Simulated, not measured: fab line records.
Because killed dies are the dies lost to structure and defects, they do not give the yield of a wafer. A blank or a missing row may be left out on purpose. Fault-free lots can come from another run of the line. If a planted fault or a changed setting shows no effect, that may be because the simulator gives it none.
Which tool is to blame? ; flow nand harc ; 11 lots with 33 wafers sampled at 7 steps, on a route of 1159 steps

WHAT THE GAUGES READ, wafer by wafer
NHARC_P_CONTACT_CD_MEAS_12 targets a cd of 90 nm.
lot;measured;on;cd nm (nm)
L112;day 6 00:12;cd sem-03;90.4 89.0 89.8
L114;day 6 15:03;cd sem-01;97.9 98.2 97.8
L117;day 6 21:28;cd sem-03;90.4 89.7 90.7
L123;day 8 22:18;cd sem-03;90.8 89.2 89.0
L127;day 9 16:50;cd sem-03;88.8 90.2 89.1
L128;day 9 17:00;cd sem-03;90.0 89.0 89.3
L131;day 10 06:21;cd sem-03;88.4 88.7 88.8
L130;day 10 06:58;cd sem-01;90.6 91.2 89.8
L132;day 10 17:17;cd sem-02;88.6 90.0 89.2
L133;day 11 00:20;cd sem-03;88.7 89.1 89.3
L134;day 11 14:37;cd sem-03;90.2 90.0 89.8

NHARC_P_CONTACT_CD_MEAS_19.
lot;measured;on;cd nm (nm)
L112;day 6 01:25;cd sem-01;86.9 85.8 89.1
L114;day 6 16:07;cd sem-03;96.4 98.8 95.5
L117;day 6 22:43;cd sem-03;92.0 90.4 90.3
L123;day 8 23:23;cd sem-01;91.6 88.6 89.3
L127;day 9 17:55;cd sem-03;87.5 87.9 88.1
L128;day 9 18:04;cd sem-03;89.2 88.0 90.6
L131;day 10 07:24;cd sem-02;86.7 88.2 89.0
L130;day 10 08:41;cd sem-02;90.9 89.1 90.6
L132;day 10 18:25;cd sem-03;88.1 90.1 88.7
L133;day 11 01:33;cd sem-03;89.0 88.8 89.8
L134;day 11 15:41;cd sem-02;92.0 92.4 89.7

NHARC_END_SORT_01.
lot;measured;on;killed at array;killed at other;killed at periphery;killed dies;killed open;killed short
L114;day 21 14:13;prober-02;17;0;6;23;3;6

WHICH TOOL RAN EACH LOT (tool, then ch and the chambers of the sampled wafers, then the start)
lot;NHARC_P_GATE_DESCUM_93;NHARC_P_GATE_RTA_82;NHARC_P_CONTACT_EXPOSE_09;NHARC_P_CONTACT_ETCH_36
L112;rie diel-07 ch 2,3, day 5 19:17;rtp anneal-01 ch 0, day 5 22:10;arfi scanner-02 ch 0, day 6 00:04;rie diel-08 ch 0,3, day 6 01:25 or earlier
L114;rie diel-07 ch 1,2, day 6 10:18;rtp anneal-01 ch 0, day 6 13:16;arfi scanner-02 ch 0, day 6 14:55;rie diel-10 ch 0,2,3, day 6 16:07 or earlier
L117;rie diel-07 ch 0,1, day 6 16:52;rtp anneal-02 ch 0, day 6 19:40;arfi scanner-01 ch 0, day 6 21:20;rie diel-08 ch 0,1, day 6 22:43 or earlier
L123;rie diel-07 ch 1,2,3, day 8 17:10;rtp anneal-01 ch 0, day 8 20:35;arfi scanner-01 ch 0, day 8 22:10;rie diel-08 ch 1,2,3, day 8 23:23 or earlier
L127;rie diel-07 ch 1,2, day 9 11:56;rtp anneal-01 ch 0, day 9 15:02;arfi scanner-03 ch 0, day 9 16:41;rie diel-02 ch 0,1,3, day 9 17:55 or earlier
L128;rie diel-05 ch 1,2, day 9 12:17;rtp anneal-01 ch 0, day 9 15:14;arfi scanner-01 ch 0, day 9 16:52;rie diel-08 ch 0,2,3, day 9 18:04 or earlier
L131;rie diel-05 ch 0,1,3, day 10 01:39;rtp anneal-02 ch 0, day 10 04:38;arfi scanner-01 ch 0, day 10 06:13;rie diel-10 ch 1,2,3, day 10 07:24 or earlier
L130;rie diel-05 ch 0,1,2, day 10 02:09;rtp anneal-02 ch 0, day 10 04:58;arfi scanner-02 ch 0, day 10 06:50;rie diel-02 ch 0,1,2, day 10 08:41 or earlier
L132;rie diel-05 ch 0,3, day 10 12:20;rtp anneal-01 ch 0, day 10 15:18;arfi scanner-02 ch 0, day 10 17:08;rie diel-08 ch 0,1,3, day 10 18:25 or earlier
L133;rie diel-05 ch 0,1,2, day 10 19:52;rtp anneal-02 ch 0, day 10 22:39;arfi scanner-02 ch 0, day 11 00:12;rie diel-10 ch 1,3, day 11 01:33 or earlier
L134;rie diel-07 ch 0,1, day 11 10:04;rtp anneal-01 ch 0, day 11 12:48;arfi scanner-03 ch 0, day 11 14:29;rie diel-08 ch 2,3, day 11 15:41 or earlier
- NHARC_P_GATE_DESCUM_93: chemistry O2, time 3 s.
- NHARC_P_GATE_RTA_82: time 30 s.
- NHARC_P_CONTACT_EXPOSE_09: exposes mask P CA, target cd 90 nm.
- NHARC_P_CONTACT_ETCH_36: etches the open film in N2/H2, target depth 260 nm, time 406.25 s.

AS READ BY THE TOOLS THEMSELVES (means over the sampled wafers that have a number; for cases with no such wafer, the mark the record gives instead)
NHARC_P_GATE_DESCUM_93.
lot;tool;drypump motor current A (A);oes product au (a.u.);rf vpp V (V);showerhead plenum p Torr (Torr);throttle valve pct (%)
L112;rie diel-07;6.2;1.006;58.5;2.02;11.309
L114;rie diel-07;6.6;1.009;58.0;2.00;11.313
L117;rie diel-07;6.0;0.999;57.6;1.93;11.314
L123;rie diel-07;6.0;1.004;58.5;2.01;11.312
L127;rie diel-07;6.5;1.014;58.0;2.00;11.301
L128;rie diel-05;5.6;1.003;58.3;1.96;11.313
L131;rie diel-05;5.6;0.988;58.2;1.93;11.316
L130;rie diel-05;5.6;0.994;58.9;1.92;11.314
L132;rie diel-05;5.6;0.993;57.5;1.95;11.304
L133;rie diel-05;5.6;0.997;58.4;1.92;11.311
L134;rie diel-07;6.0;0.983;57.8;1.93;11.314

NHARC_P_GATE_RTA_82.
lot;tool;anneal temp c max;lamp power pct (%);lamp_zone_4_pct (%);wafer_temp_C_max
L112;rtp anneal-01;452.4;3.90;3.90;453.2
L114;rtp anneal-01;452.3;3.90;3.90;453.0
L117;rtp anneal-02;452.5;4.04;4.04;452.1
L123;rtp anneal-01;452.5;3.90;3.90;452.6
L127;rtp anneal-01;451.8;3.90;3.90;453.3
L128;rtp anneal-01;452.7;3.90;3.90;453.2
L131;rtp anneal-02;452.6;4.04;4.04;452.5
L130;rtp anneal-02;452.3;4.04;4.04;452.3
L132;rtp anneal-01;452.5;3.90;3.90;452.7
L133;rtp anneal-02;452.6;4.04;4.04;452.4
L134;rtp anneal-01;452.5;3.90;3.90;453.3

NHARC_P_CONTACT_ETCH_36.
lot;tool;drypump motor current A (A);oes product au (a.u.);rf vpp V (V);showerhead plenum p Torr (Torr);throttle valve pct (%)
L112;rie diel-08;5.9;1.004;430;1.99;14.168
L114;rie diel-10;5.6;0.999;431;2.05;14.158
L117;rie diel-08;5.8;1.009;434;2.16;14.166
L123;rie diel-08;5.5;1.005;429;1.99;14.176
L127;rie diel-02;5.6;1.007;429;1.99;14.175
L128;rie diel-08;5.8;1.005;429;1.98;14.172
L131;rie diel-10;5.5;0.992;432;2.08;14.171
L130;rie diel-02;5.7;1.013;428;1.94;14.175
L132;rie diel-08;5.8;1.000;432;2.07;14.162
L133;rie diel-10;5.6;0.998;434;2.15;14.169
L134;rie diel-08;5.5;0.995;426;1.90;14.167

THE ANSWER, worked out from the rows above alone
Rule: usual is defined by the lots themselves. The widest of any qualifying gaps counts: lots, ordered by their means at a reading, are off when they make up no more than a third of the lots, leave a main group of 4 or more, and stand apart from it by 3 or more times the standard deviation of that group's means. If all means in a main group match to the digits the tables above print for the reading, that group is not used. Also off: a lot with no number at a reading for which 4 or more lots have one. Where the step has rows for the other lots, those lots are counted as sound. After the gauges, taken in route order, come the tools' own readings; for these a lot's mean is taken, as printed above. At the first step where some lot is off, the reading lying furthest off is the one used; lots without a number count as furthest.
Off: L114 (NHARC_P_CONTACT_CD_MEAS_12, cd nm). Mean 89.6 nm and standard deviation 0.54 in the main group.
If a tool, at a process step before that reading, ran all the lots that are off and no sound lot after the first of them, it fits. The gauges at NHARC_P_CONTACT_CD_MEAS_12 aren't tried: what is off there is off at NHARC_P_CONTACT_CD_MEAS_19 too, on other tools, and a gauge's error can't cause that. Of those tried, none fits.

WHAT HAD BEEN PUT IN BY THE SIMULATOR
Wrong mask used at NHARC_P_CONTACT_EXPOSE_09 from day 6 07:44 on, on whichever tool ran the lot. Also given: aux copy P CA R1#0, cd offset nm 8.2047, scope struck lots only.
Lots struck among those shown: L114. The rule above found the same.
